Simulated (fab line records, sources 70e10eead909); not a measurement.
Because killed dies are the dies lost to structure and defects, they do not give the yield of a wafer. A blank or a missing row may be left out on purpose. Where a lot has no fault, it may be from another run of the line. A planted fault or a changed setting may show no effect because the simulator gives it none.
A lot that was struck, set against a sound lot    flow nandHarc    24 out of 1159 route steps
Sound: the wafers L845.2, L845.4, L845.6. Struck: wafers L854.1, L854.4, L854.6. At the end, the cause is stated.
For every step that has rows: the tool of each side, followed by ch and its chambers, followed by its first start. Under that, the readings that differ: sound wafers    struck wafers    difference of the means    sigmas: that difference in standard deviations of wafers without a fault.
alike: a reading whose means differ by less than 2 such deviations, as well as words and numbers matching on both sides. not compared: withheld readings; readings where some wafer has no value; bounds like >300 that might hide an equal value; numbers whose values overlap and for which the record gives no deviation.
Wherever a step has rows on one side only, a row that says differs or no value, or a row with sigmas, the two part there. Non-overlapping numbers with no deviation appear without sigmas and do not part them. Lack of a reading on every wafer of one side parts them only where that side has two or more wafers.

first, 8 steps without rows for these wafers: NHARC_A_CHANNEL_HOLE_D1_DESCUM_15 (chemistry O2, time 3 s); NHARC_A_CHANNEL_HOLE_D1_ETCH_38 (etches the open film in CF4, target depth 39 nm, time 65 s); NHARC_A_CHANNEL_HOLE_D1_ETCH_39 (etches the open film in N2/H2, target depth 260 nm, time 325 s); NHARC_A_CHANNEL_HOLE_D1_ETCH_34 (etches the open film in CF4/CHF3, target depth 154 nm, time 77 s); NHARC_A_CHANNEL_HOLE_D1_ETCH_16 (etches the open film in O2/COS, target depth 3100 nm, time 806 s); NHARC_A_CHANNEL_HOLE_D1_ETCH_19 (etches the open film in C4F8/O2/Ar, time 34.5 s); NHARC_A_CHANNEL_HOLE_D1_ETCH_20 (etches the open film in C4F8/O2/Ar, time 361.9 s, target depth 1600 nm); NHARC_A_CHANNEL_HOLE_D1_ETCH_21 (etches the open film in C4F8/O2/Ar, time 514.3 s, target depth 1600 nm).
NHARC_A_CHANNEL_HOLE_D1_ETCH_22: etches the open film in C4F8/O2/Ar, time 666.7 s, target depth 1600 nm.
  sound on harEtch-01 ch 0,1, day 10 17:19; struck on harEtch-01 ch 1, day 13 09:53
  no value came back on the struck wafers for any of 6 readings (c4f8FlowSccm (sccm), chamberPressureMTorr (mTorr) and others); on the sound wafers c4f8FlowSccm (sccm) reads 89.73 89.44 89.40
  not compared: rfHoursCounterH
then, 8 steps without rows for these wafers: NHARC_A_CHANNEL_HOLE_D1_ETCH_23 (etches the open film in C4F8/O2/Ar, time 819 s, target depth 1600 nm); NHARC_A_CHANNEL_HOLE_D1_ETCH_24 (etches the open film in C4F8/O2/Ar, time 906.2 s, target depth 1500 nm); NHARC_A_CHANNEL_HOLE_D1_ETCH_25 (etches the open film in C4F8/O2/Ar, time 1040.2 s, target depth 1500 nm); NHARC_A_CHANNEL_HOLE_D1_ETCH_26 (etches the open film in C4F8/O2/Ar, time 224.1 s, target depth 300 nm); NHARC_A_CHANNEL_HOLE_D1_ETCH_33 (etches the open film in C4F8/O2/Ar, time 90 s, target depth 400 nm); NHARC_A_CHANNEL_HOLE_D1_STRIP_41 (strips in N2/H2); NHARC_A_CHANNEL_HOLE_D1_STRIP_42 (strips in CF4/CHF3); NHARC_A_CHANNEL_HOLE_D1_STRIP_43 (strips in O2/COS).
NHARC_A_CHANNEL_HOLE_D1_ETCH_44: etches the open film in CF4/O2, target depth 140 nm, overetch 14 nm, time 77 s.
  sound on rieDiel-05 ch 1,2, day 10 21:07; struck on rieDiel-06 ch 0,1,2, day 13 13:41
reading                            sound              struck            difference  sigmas
model.A_CHANNEL_HOLE_D1.cdNm (nm)  89.59 89.49 89.61  97.6 102.6 98.13  +9.9        
  alike: biasW, cf4FlowSccm, drypumpMotorCurrentA, oes_f_703_au, oesProductAu, rfVppV, showerheadPlenumPTorr, throttleValvePct
  not compared: rfHoursCounterH
then, 3 steps without rows for these wafers: NHARC_A_CHANNEL_HOLE_D1_STRIP_27 (strips in O2); NHARC_A_CHANNEL_HOLE_D1_PRECLEAN_28 (cleans in SC1); NHARC_A_CHANNEL_HOLE_D1_SRD_29.
NHARC_A_CHANNEL_HOLE_D1_CD_MEAS_30:
  sound: cdSem-02 at day 10 21:58; struck: cdSem-01 at day 13 14:28
reading    sound           struck        difference  sigmas
cdNm (nm)  89.5 89.6 89.6  -0.9 2.3 1.2  -88.7       -59
NHARC_A_CHANNEL_HOLE_D1_XSEM_31:
  sound on xsem-02 ch 0, day 10 22:04; struck on xsem-01 ch 0, day 13 14:34
reading       sound           struck          difference  sigmas
botCdNm (nm)  74.6 75.6 74.7  0.1 2.3 1.4     -73.7       -49
bowNm (nm)    8.40 8.35 8.38  0.29 0.29 0.29  -8.09       -32
  alike: tiltDeg
-- jump in the record: it breaks off in module A_CHANNEL_HOLE_D1 and resumes in module END (first step shown: number 1159 of the route), and 13 days separate the struck wafers' starts before and after --
NHARC_END_SORT_01:
  here the record holds rows for the struck wafers (prober-01 ch 0, day 26 10:19) but none for the sound ones

## WHERE THEY PART
At NHARC_A_CHANNEL_HOLE_D1_ETCH_22 first; at NHARC_END_SORT_01 last (within this record only).

WHY: the cause the simulator had injected
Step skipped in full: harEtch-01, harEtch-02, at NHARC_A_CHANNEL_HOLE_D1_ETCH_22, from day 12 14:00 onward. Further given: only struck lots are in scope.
